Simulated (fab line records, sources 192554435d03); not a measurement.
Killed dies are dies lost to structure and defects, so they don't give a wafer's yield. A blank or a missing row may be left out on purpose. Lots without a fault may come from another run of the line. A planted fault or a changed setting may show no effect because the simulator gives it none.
Problem report in the 8D (eight disciplines) form, filled by code | flow n5_finfet | the parts of the form that need people (team, actions taken, sign-off) are left out
Where a reading is given only as a bound, like >300, the bound stands for it, and a mean or a difference that rests on one is marked > or <: the true number lies beyond.

1. THE PROBLEM
raw_defect_count at N5_HKMG_FIN_INSPECT_14 reads a mean of >300 on 1 wafer of 1 lot; wafers without a fault read 2.0 with a standard deviation of 1.6. That is +99 or more standard deviations from the usual mean.
The step: inspects for defects (macro).
First seen on wafer L540.2, day 7 21:32, on defect_inspect-01. The record holds 24 wafers of 8 lots with a number at this step. Rule for "out", or "out of limits": more than 4 standard deviations from the usual mean. The other wafers with a number count as sound.

2. WHAT IT IS AND WHAT IT IS NOT
question                    | is                | is not
which readings at this step | raw_defect_count  | -
which lots                  | L540              | L532, L533, L534, L537, L539, L541, L543
which wafers of those lots  | L540.2            | L540.3, L540.5
read on which gauges        | defect_inspect-01 | defect_inspect-02
when                        | from day 7 21:32  | up to then (17 sound wafers); but 6 sound wafers of L541, L543 came after

3. SUSPECTS, AND WHAT RULES EACH OUT
Counting: a tool at a process step up to the reading stays a suspect if it ran every lot that is out. Sound lots after the first of them don't rule it out here, since some wafers of a struck lot are sound.
- the gauge at N5_HKMG_FIN_INSPECT_14: ruled out. All the wafers that are out were read on defect_inspect-01, but those of them that N5_PASSIVATION_PROBE_49 has rows for are out there too, on other tools.
- wet_bench-01 at N5_HKMG_FIN_WET_ETCH_76 (etches Al2O3 in dNH4OH, stops on La2O3, target depth 2.25 nm, rinse time 30 s): kept. It ran the lot that is out, L540 (day 7 18:59); its last sound lot up to then is L539 (day 7 14:13).
- Within wet_bench-01 at N5_HKMG_FIN_WET_ETCH_76: the wafers that are out ran in chamber 7; their sound lot-mates ran in chambers 3, 5.
Left after counting: wet_bench-01 at N5_HKMG_FIN_WET_ETCH_76.

4. THE CAUSE (what the simulator had put in)
Chamber particle source: wet_bench-01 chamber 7, from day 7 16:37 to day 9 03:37, at N5_HKMG_FIN_WET_ETCH_76. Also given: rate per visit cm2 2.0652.
Counting left only this tool.

5. THE CHAIN OF EFFECTS, in route order
Each row: a reading whose mean over the struck wafers that have a number lies more than 3 standard deviations from the usual. Only readings for which the record gives a usual standard deviation are gone through. hours: the time from each lot's start at the first step in this table that gives one to its start at this step, as a median over the lots. sigmas: the change in usual standard deviations.
hours | step                    | reading              | usual  | on struck wafers | change | sigmas
0     | N5_HKMG_FIN_INSPECT_14  | raw_defect_count     | 2.0    | >300             | >+298  | +99 or more
202   | N5_PASSIVATION_PROBE_49 | defect_limited_yield | 90.5 % | 76.8             | -13.7  | -8.1
202   | N5_PASSIVATION_PROBE_49 | killed_at_front_end  | 45     | 221              | +176   | +13
202   | N5_PASSIVATION_PROBE_49 | killed_dies          | 112    | 274              | +162   | +7.7
202   | N5_PASSIVATION_PROBE_49 | sort_bin_5_function  | 5.6 %  | 15.1             | +9.5   | +7.9
202   | N5_PASSIVATION_PROBE_49 | sort_n_pass          | 1068   | 906              | -162   | -7.7
202   | N5_PASSIVATION_PROBE_49 | sort_yield_pct       | 90.5 % | 76.8             | -13.7  | -7.6
The process steps in it:
- N5_PASSIVATION_PROBE_49
Later measuring or inspecting steps at which every struck wafer that the step has a row for has a number for every such reading, and none has moved that far: N5_BEOL_M4_RC_MEAS_101.

6. WHAT WOULD HAVE CAUGHT IT SOONER
In this record the first reading out of limits at a measuring or inspecting step was taken at day 7 21:32, 5 hours after the fault began at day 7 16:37.
Of the tool readings at N5_HKMG_FIN_WET_ETCH_76 for which the record gives a usual standard deviation, none was out on any struck wafer, so an alarm limit of 4 standard deviations on them would not have fired.
All the lots that are out (1) had begun N5_HKMG_FIN_WET_ETCH_76 on wet_bench-01 by day 7 21:32. A hold on the tool at that time would have spared none of them.
